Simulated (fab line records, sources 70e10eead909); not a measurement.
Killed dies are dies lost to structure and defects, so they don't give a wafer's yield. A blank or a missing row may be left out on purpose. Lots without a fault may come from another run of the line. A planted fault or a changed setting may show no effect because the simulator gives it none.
Chamber matching | flow nand_harc | NHARC_P_CONTACT_CMP_01 on cmp-04: 4 sister chambers
The step polishes SiO2, target thk 200 nm. 18 wafers are shown with their chamber, then 9 later ones without.

WAFERS WITH THEIR CHAMBER
wafer  | chamber | motor_current_A (A) | slurry_filter_dp_kPa (kPa) | slurry_flow_ml_min
L987.1 | 2       | 11.5                | 13.59                      | 150.0
L987.2 | 0       | 12.5                | 13.57                      | 150.3
L987.5 | 2       | 10.5                | 13.69                      | 149.7
L988.1 | 1       | 11.9                | 13.29                      | 150.4
L988.2 | 0       | 13.4                | 13.25                      | 149.9
L988.4 | 3       | 11.8                | 13.26                      | 150.0
L992.1 | 3       | 11.5                | 13.61                      | 149.7
L992.4 | 1       | 11.9                | 13.32                      | 149.6
L992.6 | 3       | 11.7                | 13.51                      | 150.7
L994.2 | 1       | 11.8                | 13.33                      | 150.7
L994.3 | 0       | 12.6                | 13.61                      | 149.9
L994.4 | 2       | 10.6                | 13.49                      | 150.8
L993.1 | 3       | 11.7                | 13.41                      | 150.4
L993.5 | 3       | 11.7                | 13.36                      | 150.0
L993.6 | 0       | 13.4                | 13.59                      | 150.0
L997.1 | 3       | 11.5                | 13.82                      | 150.7
L997.4 | 0       | 13.3                | 13.66                      | 150.2
L997.6 | 0       | 12.5                | 13.43                      | 150.5

SIGNATURES (means of the wafers above)
reading              | chamber 0 | chamber 1 | chamber 2 | chamber 3 | scatter within a chamber
motor_current_A      | 12.950    | 11.867    | 10.867    | 11.650    | 0.353
slurry_filter_dp_kPa | 13.5183   | 13.3133   | 13.5900   | 13.4950   | 0.155
slurry_flow_ml_min   | 150.133   | 150.233   | 150.167   | 150.250   | 0.418
Rule: a wafer's distance from a chamber is the root of the sum, over the readings, of the square of ((its reading less the chamber's mean) divided by the reading's scatter). The wafer belongs to the nearest chamber; if the next one is less than 2 further off, it can't be placed. The scatter: the root of (the sum of the squares of (reading less its chamber's mean) over the shown wafers, divided by (wafers less chambers)).

WAFERS WITHOUT THEIR CHAMBER
wafer  | motor_current_A (A) | slurry_filter_dp_kPa (kPa) | slurry_flow_ml_min
L999.1 | 13.0                | 13.58                      | 149.6
L999.5 | 11.0                | 13.34                      | 150.3
L999.6 | 11.5                | 13.52                      | 149.4
L105.2 | 10.4                | 13.44                      | 149.7
L105.4 | 13.3                | 13.63                      | 150.8
L105.5 | 12.1                | 13.61                      | 150.4
L110.1 | 13.2                | 13.60                      | 150.5
L110.5 | 10.5                | 13.38                      | 149.2
L110.6 | 11.5                | 13.65                      | 149.5

WHICH CHAMBER EACH WENT THROUGH
wafer  | from the rows above          | in truth
L999.1 | 0                            | 0
L999.5 | can't be placed: 2 or 3 or 1 | 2
L999.6 | can't be placed: 3 or 2 or 1 | 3
L105.2 | can't be placed: 2 or 3      | 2
L105.4 | 0                            | 0
L105.5 | can't be placed: 3 or 1 or 0 | 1
L110.1 | 0                            | 0
L110.5 | can't be placed: 2 or 3 or 1 | 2
L110.6 | can't be placed: 3 or 2 or 1 | 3
Placed correctly: 3 of 9. Can't be placed from these rows: 6 (the true chamber is among the candidates in 6). Placed wrongly: 0.
